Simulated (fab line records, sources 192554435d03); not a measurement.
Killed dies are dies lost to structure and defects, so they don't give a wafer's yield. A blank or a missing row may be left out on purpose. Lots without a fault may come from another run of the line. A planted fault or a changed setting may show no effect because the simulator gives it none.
fab line records | flow n5_finfet
record lots=5 wafers=14 last_day=18
route steps=1938 shown BEOL_M5@1148
lots that met no fault: from a run of the same line without faults
start_h: hours from the record's first day to the start of the lot's first wafer shown | wait_h: hours since the lot's step before | " the same as in the row above | L1.1+2: a row that stands for several wafers | - no value, or no start given | * or withheld: withheld | < > ~ a bound
route shown NAME@n: a module of which the file shows steps, and the number in the route of the first | usual: mean/standard deviation of fault-free wafers | same: alike in all rows | chamber/n: place in a boat | sites: the reading at each site | _std_site: their standard deviation | _edge_site: outer sites' mean less inner sites' | radius_mm: how far each site lies from the wafer's centre | mask NAME#n: copy n | behind: the tool/chamber that last shaped the wafer | hold: why the lot was held/for how many hours/how that ended | device: the transistor (n, p or np) that didn't switch | end of line: the same wafers' tests at the end of the route | a step without rows: its recipe alone | killed: dies lost to structure and defects at the first sort, not the wafer's yield | map: a wafer's dies, x killed, . not, _ none there
set.NAME: the setting as run; set.NAME@STEP: as run at that earlier step | model.NAME: the simulator's own value behind a step, which no gauge read
lots at some steps of the route; a table a step, a row a wafer
services: from which hour (start_h, from the record's first day; less than 0 if before it) a tool's chamber was out of use, for how many hours, and why
## steps
# step N5_BEOL_M5_CD_MEAS_28
# recipe target_cd_nm=30.6 landing_energy_ev=500 detector=se_inlens target_cd_y_nm=20 polarity=opening
# usual cd_nm=30.65/0.24
# columns lot.wafer tool chamber start_h wait_h cd_nm
L185.2 cd_sem-02 0 174.56 - 31.02
L185.3 " 0 " " 30.74
L185.6 " 0 " " 30.98
L186.1 cd_sem-02 0 180.92 - 30.05
L186.2 " 0 " " 30.28
L186.3 " 0 " " 29.91
L200.2 cd_sem-02 0 269.22 - 30.66
L200.6 " 0 " " 31.03
L203.4 cd_sem-02 0 283.43 - 30.67
L203.5 " 0 " " 30.26
L203.6 " 0 " " 30.53
L208.1 cd_sem-03 0 322.36 - 31.06
L208.2 " 0 " " 30.74
L208.4 " 0 " " 30.61
# step N5_BEOL_M5_OVL_MEAS_29
# recipe points_per_wafer=522
# usual V4_OVL=0.3/0.66
# same points_per_wafer=522
# columns lot.wafer tool chamber start_h wait_h V4_OVL[nm]
L185.2 overlay-02 0 174.59 0.0 1.4
L185.3 " 0 " " 0.3
L185.6 " 0 " " 0.4
L186.1 overlay-02 0 180.95 0.0 0.6
L186.2 " 0 " " 0.4
L186.3 " 0 " " 0.2
L200.2 overlay-01 0 269.26 0.0 -1.3
L200.6 " 0 " " -0.2
L203.4 overlay-02 0 283.48 0.0 -0.3
L203.5 " 0 " " 0.0
L203.6 " 0 " " 0.6
L208.1 overlay-01 0 322.39 0.0 0.3
L208.2 " 0 " " 1.1
L208.4 " 0 " " 0.4
# step N5_BEOL_M5_INSPECT_30
# recipe mode=adi inspect_instrument=brightfield
# usual raw_defect_count=394/100
# columns lot.wafer tool chamber start_h wait_h raw_defect_count
L185.2 defect_inspect-01 - 174.64 0.0 281
L185.3 " - " " 307
L185.6 " - " " 332
L186.1 defect_inspect-02 - 181.01 0.1 515
L186.2 " - " " 545
L186.3 " - " " 520
L200.2 defect_inspect-02 - 269.32 0.1 353
L200.6 " - " " 354
L203.4 defect_inspect-02 - 283.52 0.0 299
L203.5 " - " " 316
L203.6 " - " " 295
L208.1 defect_inspect-02 - 322.45 0.1 370
L208.2 " - " " 342
L208.4 " - " " 363
# step N5_BEOL_M5_DESCUM_33
# recipe chemistry=O2 time_s=7 source_power_w=50 bias_power_w=20 pressure_mtorr=20 rf_frequency_hz=2.712e+07 temp_c=40 resist=CAR-EUV o2_flow_sccm=225
# step N5_BEOL_M5_ETCH_75
# recipe chemistry=N2/H2 target=underlayer target_depth_a=65 mask_material=CAR-EUV time_s=5.2 ion_energy_ev=200 pressure_mtorr=30 source_w=840 bias_w=150 n2_flow_sccm=200 h2_flow_sccm=200 ends=cleared
# step N5_BEOL_M5_ETCH_67
# recipe chemistry=CF4 target=SiARC target_depth_a=156 mask_material=CAR-EUV time_s=26 ion_energy_ev=80 pressure_mtorr=40 source_w=545 bias_w=36 Ar_flow_sccm=100 cf4_flow_sccm=100 ends=cleared
# step N5_BEOL_M5_ETCH_68
# recipe chemistry=N2/H2 target=SOC target_depth_a=800 overetch_a=160 mask_material=SiARC temp_c=40 time_s=120 ion_energy_ev=200 pressure_mtorr=30 source_w=840 bias_w=150 n2_flow_sccm=200 h2_flow_sccm=200
# step N5_BEOL_M5_STRIP_69
# recipe chemistry=N2/H2 temp_c=40 n2_flow_sccm=200 h2_flow_sccm=200 rf_frequency_hz=6e+07
# step N5_BEOL_M5_STRIP_76
# recipe chemistry=N2/H2 temp_c=40 n2_flow_sccm=200 h2_flow_sccm=200 rf_frequency_hz=6e+07
# step N5_BEOL_M5_VIA_ETCH_34
# recipe chemistry=C4F6/O2 target=SiCOH_lowk target_depth_a=883 mask_material=SOC taper_deg=4 time_s=39.2 ion_energy_ev=250 pressure_mtorr=30 source_w=345 bias_w=185 Ar_flow_sccm=300 C4F6_flow_sccm=10 O2_flow_sccm=10
# usual drypump_motor_current_A=5.8/0.6 oes_product_au=0.81/0.088 rf_vpp_V=672/15 showerhead_plenum_p_Torr=2.84/0.078 throttle_valve_pct=20.90/0.29
# columns lot.wafer tool chamber start_h wait_h drypump_motor_current_A oes_product_au rf_hours_counter_h rf_vpp_V showerhead_plenum_p_Torr throttle_valve_pct
L185.2 rie_diel-03 0 175.06 0.0 5.0 0.85 66 672 2.87 20.40
L185.3 " 1 " " 5.3 0.77 169 678 2.86 20.83
L185.6 " 1 " " 5.3 0.76 - 676 2.86 20.86
L186.1 rie_diel-04 1 181.54 0.0 6.5 0.79 106 684 2.89 21.03
L186.2 " 0 " " 5.7 0.66 245 665 2.91 21.46
L186.3 " 3 " " 6.7 0.72 189 677 2.72 21.18
L200.2 rie_diel-04 0 270.11 0.0 5.8 0.92 17 665 2.90 21.09
L200.6 " 1 " " 6.5 0.77 - 683 2.88 21.06
L203.4 rie_diel-01 3 283.73 0.0 6.4 0.84 87 674 2.79 20.91
L203.5 " 0 " " 4.8 0.84 - 656 2.87 20.73
L203.6 " 3 " " 6.4 0.83 - 675 2.79 20.89
L208.1 rie_diel-01 0 322.72 0.0 4.7 0.84 86 655 2.87 20.75
L208.2 " 3 " " 6.3 0.83 98 673 2.79 20.91
L208.4 " 2 " " 6.1 0.89 58 661 2.75 20.36
# step N5_BEOL_M5_STRIP_85
# recipe chemistry=C4F6/O2 resist=SiARC rf_frequency_hz=6e+07
# step N5_BEOL_M5_STRIP_36
# recipe chemistry=N2/H2 power_w=450 temp_c=40 pressure_mtorr=20 rf_frequency_hz=6e+07 overash_fraction=0.3 bias_power_w=7 h2_frac=0.5 n2_flow_sccm=200 h2_flow_sccm=200
# usual drypump_motor_current_A=5.8/0.6 oes_product_au=0.81/0.089 rf_vpp_V=59.2/1.4 showerhead_plenum_p_Torr=2.53/0.067 throttle_valve_pct=23.6/0.31
# columns lot.wafer tool chamber start_h wait_h drypump_motor_current_A oes_product_au rf_hours_counter_h rf_vpp_V showerhead_plenum_p_Torr throttle_valve_pct
L185.2 rie_diel-03 0 175.10 0.0 5.0 0.86 66 58.3 2.57 23.2
L185.3 " 1 " " 5.3 0.75 169 57.8 2.53 23.5
L185.6 " 1 " " 5.3 0.75 - 60.0 2.53 23.5
L186.1 rie_diel-04 1 181.59 0.0 6.5 0.81 106 58.1 2.54 23.7
L186.2 " 0 " " 5.8 0.66 245 57.1 2.61 24.3
L186.3 " 3 " " 6.6 0.72 189 58.6 2.43 23.9
L200.2 rie_diel-04 0 270.16 0.0 5.7 0.92 17 61.6 2.60 23.9
L200.6 " 1 " " 6.5 0.79 - 60.8 2.54 23.7
L203.4 rie_diel-01 3 283.78 0.0 6.4 0.83 87 59.7 2.47 23.6
L203.5 " 0 " " 4.8 0.86 - 61.8 2.56 23.4
L203.6 " 3 " " 6.4 0.84 - 59.5 2.47 23.6
L208.1 rie_diel-01 0 322.77 0.0 4.8 0.84 86 59.2 2.55 23.4
L208.2 " 3 " " 6.4 0.82 98 56.9 2.46 23.6
L208.4 " 2 " " 6.1 0.87 58 58.3 2.49 23.3
# step N5_BEOL_M5_TRENCH_ETCH_37
# recipe chemistry=C4F6/O2 target_depth_a=716.52 target=SiCOH_lowk time_s=24.7 ion_energy_ev=250 pressure_mtorr=30 source_w=345 bias_w=185 Ar_flow_sccm=300 C4F6_flow_sccm=10 O2_flow_sccm=10
# usual drypump_motor_current_A=5.8/0.6 oes_product_au=0.81/0.089 rf_vpp_V=672/15 showerhead_plenum_p_Torr=2.84/0.078 throttle_valve_pct=20.94/0.29
# columns lot.wafer tool chamber start_h wait_h drypump_motor_current_A oes_product_au rf_hours_counter_h rf_vpp_V showerhead_plenum_p_Torr throttle_valve_pct model.etch.depth_nm model.BEOL_M5.feature_depth_nm model.TiN_of_BEOL_M5_HM_DEP_02.thk_nm
L185.2 rie_diel-03 0 175.14 - 5.0 0.86 66 671 2.87 20.42 72.93 73 18.2
L185.3 " 1 " " 5.3 0.77 169 677 2.86 20.88 73.91 74 18.4
L185.6 " 1 " " 5.3 0.76 - 677 2.86 20.89 73.1 73.2 18.2
L186.1 rie_diel-04 1 181.63 - 6.5 0.78 106 682 2.89 21.07 71.33 71.4 18.2
L186.2 " 0 " " 5.8 0.67 245 665 2.91 21.50 69.8 69.8 17.8
L186.3 " 3 " " 6.6 0.72 189 677 2.72 21.20 69.81 69.8 17.8
L200.2 rie_diel-04 0 270.20 - 5.7 0.64 17 663 2.90 21.07 37.26 37.2 18.8
L200.6 " 1 " " 6.5 0.53 - 683 2.88 21.02 36.18 36.2 19
L203.4 rie_diel-01 3 283.82 - 6.4 0.84 87 674 2.79 20.94 71.91 72 17.8
L203.5 " 0 " " 4.8 0.84 - 653 2.87 20.77 71.74 71.8 17.8
L203.6 " 3 " " 6.4 0.85 - 675 2.79 20.94 72.09 72 17.8
L208.1 rie_diel-01 0 322.81 - 4.8 0.83 86 654 2.87 20.80 71.27 71.2 18.4
L208.2 " 3 " " 6.4 0.82 98 673 2.79 20.97 71.36 71.4 18.8
L208.4 " 2 " " 6.1 0.88 58 662 2.75 20.37 73.53 73.6 18.2
# step N5_BEOL_M5_ETCH_41
# recipe chemistry=CH3F/O2 target=SiCN target_depth_a=315 taper_deg=2 time_s=56.7 ion_energy_ev=120 mask_material=TiN pressure_mtorr=30 source_w=395 bias_w=75 Ar_flow_sccm=150 CH3F_flow_sccm=30 O2_flow_sccm=20
# step N5_BEOL_M5_STRIP_91
# recipe chemistry=N2/H2 time_s=10 power_w=450 temp_c=40 pressure_mtorr=20 rf_frequency_hz=6e+07 bias_power_w=7 n2_flow_sccm=200 h2_flow_sccm=200
# step N5_BEOL_M5_OCD_MEAS_38
# usual trench_depth_nm=71.8/1.5
# columns lot.wafer tool chamber start_h wait_h trench_depth_nm
L185.2 ocd-01 - 175.30 - 73.5
L185.3 " - " " 74.7
L185.6 " - " " 73.1
L186.1 ocd-01 - 181.78 - 71.3
L186.2 " - " " 70.1
L186.3 " - " " 69.7
L200.2 ocd-02 - 270.35 - 37.3
L200.6 " - " " 36.3
L203.4 ocd-01 - 283.98 - 72.1
L203.5 " - " " 71.6
L203.6 " - " " 71.9
L208.1 ocd-02 - 322.96 - 71.5
L208.2 " - " " 70.9
L208.4 " - " " 73.8
# step N5_BEOL_M5_HM_STRIP_39
# recipe chemistry=peroxide_tin_strip material=TiN target_depth_a=250 temp_c=50 time_s=158
# step N5_BEOL_M5_SRD_40
# recipe time_s=30 temp_c=23 rinse_liquid=diw dry=ipa_marangoni
# step N5_BEOL_M5_PRECLEAN_42
# recipe chemistry=residue_remover time_s=60 temp_c=40
# step N5_BEOL_M5_SRD_43
# recipe time_s=30 temp_c=23 rinse_liquid=diw dry=ipa_marangoni
# step N5_BEOL_M5_CD_MEAS_35
# recipe target_cd_nm=28 target_cd_y_nm=24 polarity=opening
# usual cd_nm=27.9/0.34
# columns lot.wafer tool chamber start_h wait_h cd_nm
L185.2 cd_sem-02 - 175.46 0.0 28.2
L185.3 " - " " 27.9
L185.6 " - " " 28.0
L186.1 cd_sem-02 - 181.94 0.0 27.7
L186.2 " - " " 27.4
L186.3 " - " " 27.9
L200.2 cd_sem-01 - 270.51 0.0 27.9
L200.6 " - " " 28.3
L203.4 cd_sem-01 - 284.13 0.0 28.5
L203.5 " - " " 27.7
L203.6 " - " " 27.6
L208.1 cd_sem-02 - 323.11 0.0 27.7
L208.2 " - " " 28.1
L208.4 " - " " 27.8
# step N5_BEOL_M5_CURE_80
# recipe temp_c=370 time_s=120 ambient=DMADMS/He material=SiCOH_lowk
# usual lamp_power_pct=52.32/0.053 wafer_temp_C_max=371.6/0.66
# columns lot.wafer tool chamber start_h wait_h lamp_power_pct wafer_temp_C_max
L185.2 uv_cure-01 0 175.55 0.1 52.31 372.7
L185.3 " 0 " " 52.40 372.2
L185.6 " 0 " " 52.23 372.8
L186.1 uv_cure-03 1 181.98 0.0 52.27 371.4
L186.2 " 1 " " 52.29 371.2
L186.3 " 1 " " 52.29 371.2
L200.2 uv_cure-01 2 270.60 0.1 52.34 370.8
L200.6 " 2 " " 52.31 371.6
L203.4 uv_cure-01 0 284.32 0.2 52.37 372.5
L203.5 " 0 " " 52.34 371.9
L203.6 " 0 " " 52.27 372.3
L208.1 uv_cure-03 1 323.34 0.2 52.30 371.3
L208.2 " 1 " " 52.35 371.6
L208.4 " 1 " " 52.38 371.5
# step N5_BEOL_M5_DEGAS_44
# recipe ambient=vacuum temp_c=250 time_s=60
# step N5_BEOL_M5_PRE_CLEAN_45
# recipe gas=H2/He time_s=30 temp_c=250
# step N5_BEOL_M5_ALD_86
# recipe material=TaN target_thk_a=* temp_c=275 ald_precursor_family=PDMAT ald_co_reactant=NH3 pressure_torr=3 carrier_flow_sccm=1500 pulse_time_s=2 purge_time_s=3 co_reactant_purge_time_s=2 co_reactant_pulse_time_s=3 ald_cycles=30 precursor_vessel_temp_c=75 precursor_vessel_pressure_torr=26.25 precursor_vessel_carrier_sccm=1000
# usual heater_power_w=409/37 precursor_vessel_temp_c=75.02/0.12
# same purge_time_s=3
# columns lot.wafer tool chamber start_h wait_h heater_power_w precursor_vessel_temp_c
L185.2 ald_metal-02 0 176.00 0.1 399 75.03
L185.3 " 2 " " 407 75.04
L185.6 " 1 " " 429 75.18
L186.1 ald_metal-04 1 183.18 0.0 459 74.97
L186.2 " 3 " " 373 74.96
L186.3 " 0 " " 432 75.03
L200.2 ald_metal-01 1 270.99 0.0 372 75.08
L200.6 " 2 " " 486 74.92
L203.4 ald_metal-02 3 284.80 0.0 356 75.08
L203.5 " 1 " " 441 75.12
L203.6 " 2 " " 407 75.19
L208.1 ald_metal-04 0 323.78 0.1 419 74.89
L208.2 " 2 " " 379 74.94
L208.4 " 1 " " 468 74.70
# step N5_BEOL_M5_SURFACE_TREAT_87
# recipe gas=Ar time_s=* ion_energy_ev=* ion_current_ma_cm2=0.5 pressure_mtorr=* ar_flow_sccm=30
# step N5_BEOL_M5_CVD_47
# recipe material=Co target_thk_a=30 temp_c=withheld precursor=CCTBA/H2 pressure_torr=30 time_s=216
# step N5_BEOL_M5_SPUTTER_48
# recipe material=Cu target_thk_a=150 temp_c=-20 chamber_pressure_pa=0.07 power_w=withheld time_s=27.62
# step N5_BEOL_M5_ANNEAL_49
# recipe temp_c=400 time_s=1800 ambient=vacuum
# step N5_BEOL_M5_SPUTTER_81
# recipe material=Cu target_thk_a=150 temp_c=-20 chamber_pressure_pa=0.07 power_w=withheld time_s=27.62
# step N5_BEOL_M5_ANNEAL_82
# recipe temp_c=400 time_s=1800 ambient=vacuum
# step N5_BEOL_M5_SPUTTER_83
# recipe material=Cu target_thk_a=150 temp_c=-20 chamber_pressure_pa=0.07 power_w=withheld time_s=27.62
# usual throttle_valve_pct=30.1/1.1
# columns lot.wafer tool chamber start_h wait_h throttle_valve_pct
L185.2 pvd_sputter-02 - 178.74 0.5 27.7
L185.3 " - " " 29.6
L185.6 " - " " 27.7
L186.1 pvd_sputter-02 - 185.92 0.5 31.0
L186.2 " - " " 29.8
L186.3 " - " " 31.1
L200.2 pvd_sputter-02 - 273.70 0.5 30.9
L200.6 " - " " 29.8
L203.4 pvd_sputter-03 - 289.89 2.8 30.7
L203.5 " - " " 29.7
L203.6 " - " " 30.6
L208.1 pvd_sputter-02 - 326.77 0.5 27.6
L208.2 " - " " 29.8
L208.4 " - " " 27.7
# step N5_BEOL_M5_ANNEAL_84
# recipe temp_c=400 time_s=1800 ambient=vacuum
# step N5_BEOL_M5_SPUTTER_88
# recipe material=Cu target_thk_a=150 temp_c=-20 chamber_pressure_pa=0.07 power_w=withheld time_s=27.62
# step N5_BEOL_M5_ANNEAL_89
# recipe temp_c=400 time_s=1800 ambient=vacuum
# step N5_BEOL_M5_SPUTTER_90
# recipe material=Cu target_thk_a=45 temp_c=-20 chamber_pressure_pa=0.07 power_w=withheld time_s=8.29
# step N5_BEOL_M5_ECD_50
# recipe material=Cu target_thk_a=3000
# step N5_BEOL_M5_ANNEAL_51
# recipe temp_c=225 time_s=90 ambient=N2
# step N5_BEOL_M5_CMP_52
# recipe stop_on=SiCOH_lowk t_overpolish_s=6.9 down_force_psi=1 platen_rpm=50 clearing_platen_down_force_psi=1.5 clearing_platen_rpm=50 post_cmp_clean=cu_alkaline target_thk_nm=62 clearing_platen_pad_velocity_m_s=0.99484 pad_velocity_m_s=0.99484
# usual motor_current_A=5.9/0.63 platen_rpm=50.00/0.037
# columns lot.wafer tool chamber start_h wait_h motor_current_A platen_rpm model.Cu_of_BEOL_M5_ECD_50.thk_nm
L185.3 cmp-02 2 181.45 0.2 5.0 49.95 63.2
L185.2 " 0 " " 5.6 50.07 63.4
L185.6 " 2 " " 4.6 49.97 63
L186.2 cmp-03 2 188.69 0.3 6.2 49.97 61.6
L186.1 " 3 " " 7.4 49.98 62
L186.3 " 0 " " 5.5 50.03 60.2
L200.2 cmp-03 2 276.44 0.3 6.1 49.95 28.4
L200.6 " 0 " " 5.9 49.98 26.6
L203.4 cmp-03 3 292.64 0.2 7.6 49.99 61.8
L203.5 " 1 " " 5.1 49.96 63.2
L203.6 " 2 " " 6.0 50.03 60.2
L208.2 cmp-02 2 329.44 0.2 4.9 49.98 62.4
L208.1 " 3 " " 6.1 49.97 62.8
L208.4 " 0 " " 5.3 49.98 65.4
# step N5_BEOL_M5_THK_MEAS_53
# recipe thk_meas_gauge=xrf reads=Cu_of_BEOL_M5_ECD_50
# usual M5_THK=61.5/1.9
# columns lot.wafer tool chamber start_h wait_h M5_THK[nm]
L185.2 film_metro-01 - 181.71 - 63.1
L185.3 " - " " 63.0
L185.6 " - " " 63.3
L186.1 film_metro-02 - 188.95 - 62.3
L186.2 " - " " 61.4
L186.3 " - " " 60.3
L200.2 film_metro-01 - 276.66 - 28.1
L200.6 " - " " 26.5
L203.4 film_metro-01 - 292.86 - 61.4
L203.5 " - " " 62.8
L203.6 " - " " 59.9
L208.1 film_metro-02 - 329.74 - 62.4
L208.2 " - " " 62.1
L208.4 " - " " 65.4
# step N5_BEOL_M5_PRE_CLEAN_77
# recipe gas=NH3/H2 time_s=15 temp_c=* rf_power_w=300
# step N5_BEOL_M5_CO_CAP_78
# recipe material=Co target_thk_a=20 temp_c=200 precursor=CCTBA/H2 pressure_torr=30 time_s=102.1
# step N5_BEOL_M5_RS_MEAS_57
# recipe thk_meas_gauge=four-point-probe reads=Co_of_BEOL_M5_CO_CAP_78+Cu_of_BEOL_M5_ECD_50+Co_of_BEOL_M5_CVD_47+TaN_of_BEOL_M5_ALD_86
# usual M5_RS=0.390/0.014
# columns lot.wafer tool chamber start_h wait_h M5_RS[ohm/sq]
L185.2 film_metro-01 - 181.97 0.1 0.375
L185.3 " - " " 0.376
L185.6 " - " " 0.378
L186.1 film_metro-01 - 189.21 0.0 0.385
L186.2 " - " " 0.389
L186.3 " - " " 0.400
L200.2 film_metro-01 - 276.98 0.1 1.047
L200.6 " - " " 1.141
L203.4 film_metro-02 - 293.12 0.0 0.389
L203.5 " - " " 0.377
L203.6 " - " " 0.402
L208.1 film_metro-02 - 330.01 0.0 0.382
L208.2 " - " " 0.384
L208.4 " - " " 0.362
## services
# columns tool chamber start_h hours kind
uv_cure-01 - 186.94 2.8 pm
ald_metal-01 2 189.20 28.2 repair
rie_diel-04 0 197.34 - clean
rie_diel-04 0 197.34 - consumable_replace:focus_ring
ald_metal-02 - 199.93 1.4 repair
ald_metal-01 - 203.70 0.3 repair
ald_metal-04 - 218.32 1.2 pm
rie_diel-04 1 221.30 13.8 repair
uv_cure-01 - 222.49 1.4 repair
ald_metal-02 - 229.87 1.3 repair
cmp-02 - 235.02 4.0 pm
ald_metal-02 1 236.96 4.1 repair
rie_diel-01 1 240.27 4.0 repair
ald_metal-04 1 271.72 1.9 repair
rie_diel-04 2 273.35 7.5 repair
pvd_sputter-02 - 279.52 3.8 repair
cmp-02 - 288.05 1.8 repair
cmp-02 - 304.67 2.7 repair
ald_metal-02 - 316.05 14.6 pm
rie_diel-01 1 324.46 - clean
rie_diel-01 1 324.46 - consumable_replace:focus_ring
rie_diel-01 1 324.46 33.2 scheduled_down
rie_diel-01 1 324.46 33.2 vent_cycle
rie_diel-04 1 328.93 6.7 repair
## key
first_sign step=N5_BEOL_M5_TRENCH_ETCH_37 reading=oes_product_au direction=down sigmas=2.5 usual=0.81 struck=0.58
effect step=N5_BEOL_M5_OCD_MEAS_38 reading=trench_depth_nm direction=down sigmas=24 usual=71.8 struck=36.8
effect step=N5_BEOL_M5_THK_MEAS_53 reading=M5_THK direction=down sigmas=18 usual=61.5 struck=27.3
effect step=N5_BEOL_M5_RS_MEAS_57 reading=M5_RS direction=up sigmas=49 usual=0.390 struck=1.094
model_effect step=N5_BEOL_M5_TRENCH_ETCH_37 value=etch.depth_nm without=72.54 struck=36.72
model_effect step=N5_BEOL_M5_CMP_52 value=Cu_of_BEOL_M5_ECD_50.thk_nm without=63.4 struck=27.5
met_at N5_BEOL_M5_TRENCH_ETCH_37
struck_wafers L200.2,L200.6
later_rows_left_out L200.6
sort_left_out L200.2,L200.6
onset_between 181.63 270.20
fault kind=process_parameter_drift tool=rie_diel-04 chamber=- onset_h=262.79 steps=N5_BEOL_M5_TRENCH_ETCH_37 channel=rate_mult offset=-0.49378 shape=step end_h=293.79 scope=struck_wafers_only
# sort_left_out: the simulated sort isn't trusted on such a fault, so these wafers' sort isn't shown, and their yield isn't known
# later_rows_left_out: the simulator's readings of these wafers behind a module that went badly wrong aren't trusted and aren't shown, but for the sort
